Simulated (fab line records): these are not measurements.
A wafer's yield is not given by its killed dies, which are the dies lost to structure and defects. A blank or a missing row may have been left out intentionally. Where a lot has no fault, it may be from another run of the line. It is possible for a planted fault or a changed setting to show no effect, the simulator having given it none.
Split-lot study | flow n5Finfet | 39 wafers read from 7 lots, route of 1938 steps

== SPLIT DETAILS ==
At N5_MOL_CONTACT_COAG_VIA_ETCH_117 (etches SiO2 in C4F6/O2, target depth 40 nm, overetch 8 nm, time 26 s), the setting biasW was moved away from the recipe's 455 W on 15 of the 39 wafers read, by -18.7% to -11.0%. All remaining wafers had this setting at the recipe value.

The reading comes from the split's own step.

== THE READING ==
rfVppV, in V, at N5_MOL_CONTACT_COAG_VIA_ETCH_117 (etches SiO2 in C4F6/O2, target depth 40 nm, overetch 8 nm, time 26 s). Fault-free wafers of this fab line usually give 1605 V, standard deviation 47 V.

wafer  | tool, chamber at the split | biasW as run, W | against the recipe | rfVppV, V | against lot-mates on the recipe
L074.1 | rieDiel-01, 3              | 392.2           | -13.8%             | 1364      | -265
L074.2 | rieDiel-01, 1              | 455             | recipe             | 1690      | -
L074.3 | rieDiel-01, 0              | 455             | recipe             | 1670      | -
L074.4 | rieDiel-01, 0              | 392.2           | -13.8%             | 1493      | -136
L074.5 | rieDiel-01, 3              | 455             | recipe             | 1526      | -
L074.6 | rieDiel-01, 1              | 392.2           | -13.8%             | 1511      | -118
L075.1 | rieDiel-02, 1              | 390.2           | -14.2%             | 1417      | -176
L075.2 | rieDiel-02, 0              | 455             | recipe             | 1588      | -
L075.3 | rieDiel-02, 3              | 390.2           | -14.2%             | 1429      | -164
L075.4 | rieDiel-02, 1              | 390.2           | -14.2%             | 1417      | -176
L075.5 | rieDiel-02, 3              | 455             | recipe             | 1603      | -
L075.6 | rieDiel-02, 0              | 455             | recipe             | 1589      | -
L076.1 | rieDiel-04, 3              | 455             | recipe             | 1543      | -
L076.2 | rieDiel-04, 2              | 455             | recipe             | 1632      | -
L076.3 | rieDiel-04, 0              | 455             | recipe             | 1620      | -
L076.4 | rieDiel-04, 2              | 455             | recipe             | 1632      | -
L076.5 | rieDiel-04, 0              | 455             | recipe             | 1619      | -
L076.6 | rieDiel-04, 3              | 455             | recipe             | 1545      | -
L080.1 | rieDiel-02, 2              | 369.9           | -18.7%             | 1430      | -163
L080.2 | rieDiel-02, 1              | 369.9           | -18.7%             | 1363      | -230
L080.3 | rieDiel-02, 3              | 455             | recipe             | 1603      | -
L080.4 | rieDiel-02, 0              | 455             | recipe             | 1587      | -
L080.5 | rieDiel-02, 1              | 455             | recipe             | 1589      | -
L080.6 | rieDiel-02, 0              | 369.9           | -18.7%             | 1359      | -234
L087.1 | rieDiel-02, 0              | 455             | recipe             | 1588      | -
L087.2 | rieDiel-02, 3              | 455             | recipe             | 1601      | -
L087.3 | rieDiel-02, 1              | 405.1           | -11.0%             | 1458      | -135
L087.4 | rieDiel-02, 2              | 405.1           | -11.0%             | 1530      | -63
L087.5 | rieDiel-02, 1              | 455             | recipe             | 1590      | -
L087.6 | rieDiel-02, 0              | 405.1           | -11.0%             | 1455      | -138
L093.1 | rieDiel-04, 2              | 399             | -12.3%             | 1478      | -122
L093.2 | rieDiel-04, 3              | 399             | -12.3%             | 1398      | -202
L093.3 | rieDiel-04, 1              | 455             | recipe             | 1567      | -
L093.4 | rieDiel-04, 0              | 455             | recipe             | 1617      | -
L093.5 | rieDiel-04, 0              | 455             | recipe             | 1617      | -
L093.6 | rieDiel-04, 3              | 399             | -12.3%             | 1398      | -202
L095.3 | rieDiel-04, 3              | 455             | recipe             | 1543      | -
L095.4 | rieDiel-04, 1              | 455             | recipe             | 1568      | -
L095.5 | rieDiel-04, 1              | 455             | recipe             | 1569      | -

FIT RESULTS
A straight line over all 39 wafers: rfVppV changes by +11.5 V for each +1% of biasW; r = +0.90; the points scatter about the line by 41 V.
The same after taking each lot's own level away (the mean of its wafers on the recipe; 39 wafers): +11.9 V for each +1%; r = +0.91; scatter 39 V.
According to that fit, moving biasW by its largest amount changes the reading by 2.2e+02 V.
The lots' own levels span 1560.0 to 1628.7 V, that is 1.5 times the standard deviation above.
Consequently the slope shifts little with the lot-to-lot level, the two slopes agreeing.
Check: -232 V against its lot-mates is what the line predicts for one of the wafers moved furthest among these (-18.7%) when that wafer is left out of the fit. Against them it came out at -163 V.
Tool readings at the split's step, against how far the setting was moved: rfVppV r = +0.90.

== OTHER SPLITS APPLIED TO THESE WAFERS ==
Note: prior to the reading, these wafers also went through further splits. Each is held against what the fit with the lots' levels taken away leaves over:
other split on the same wafers      | wafers away from the commonest value | r with rfVppV (lot level and that fit taken away)
N5_DUMMY_GATE_ETCH_37 sourceW       | 15                                   | +0.10
N5_HKMG_FIN_HK_ALD_01 aldCycles     | 15                                   | -0.39
N5_MOL_CONTACT_COAG_ETCH_67 sourceW | 15                                   | -0.12

== FILE'S OWN FIT ==
rfVppV changes by +12 V for each +1% of biasW, r = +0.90.
